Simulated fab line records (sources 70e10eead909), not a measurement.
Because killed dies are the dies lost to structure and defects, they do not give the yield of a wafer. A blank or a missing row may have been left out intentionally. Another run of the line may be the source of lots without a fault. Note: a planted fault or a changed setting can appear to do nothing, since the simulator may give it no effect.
Chamber matching ; flow nandHarc ; rieDiel-01 running NHARC_A_STAIRCASE_STRIP_316: 4 sister chambers
The step strips in O2. 8 wafers are shown with their chamber, then 9 later ones without.

== EACH WAFER AND ITS CHAMBER ==
wafer;chamber;showerheadPlenumPTorr (Torr);drypumpMotorCurrentA (A)
L146.5;3;3.58;5.9
L147.2;3;3.58;5.9
L147.6;2;3.55;5.5
L148.4;2;3.55;5.5
L148.6;0;3.58;5.4
L151.1;1;3.73;6.2
L151.5;0;3.57;5.5
L151.6;1;3.73;6.1

== WAFERS WHOSE CHAMBER IS MISSING ==
wafer;showerheadPlenumPTorr (Torr);drypumpMotorCurrentA (A)
L152.2;3.54;5.5
L152.3;3.57;5.4
L152.5;3.73;6.1
L160.1;3.53;5.5
L160.2;3.56;5.5
L160.4;3.56;5.9
L161.1;3.52;5.5
L161.5;3.55;5.5
L161.6;3.56;5.8

== WHICH CHAMBER EACH WENT THROUGH ==
wafer;from the rows above;in truth
L152.2;2;2
L152.3;0;0
L152.5;1;1
L160.1;2;2
L160.2;can't be placed: 2 or 0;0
L160.4;3;3
L161.1;2;2
L161.5;2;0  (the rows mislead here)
L161.6;can't be placed: 3 or 2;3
6 of 9 placed correctly. Unplaceable from these rows: 2, with the true chamber sitting among the candidates in 2. Number placed wrongly: 1.
How it was worked out, from the rows above alone: a wafer's distance from a chamber is the root of the sum, over the readings, of the square of ((its reading less the chamber's mean) divided by the reading's scatter). If the next closest chamber is less than 2 further off than the closest, the wafer can't be placed; otherwise it belongs to the closest. For every chamber, the mean is computed from those of its wafers that are shown. How the scatter is found: for the shown wafers, subtract from each reading the mean of its chamber, square and add these, divide the total by (wafers less chambers), then take the root.
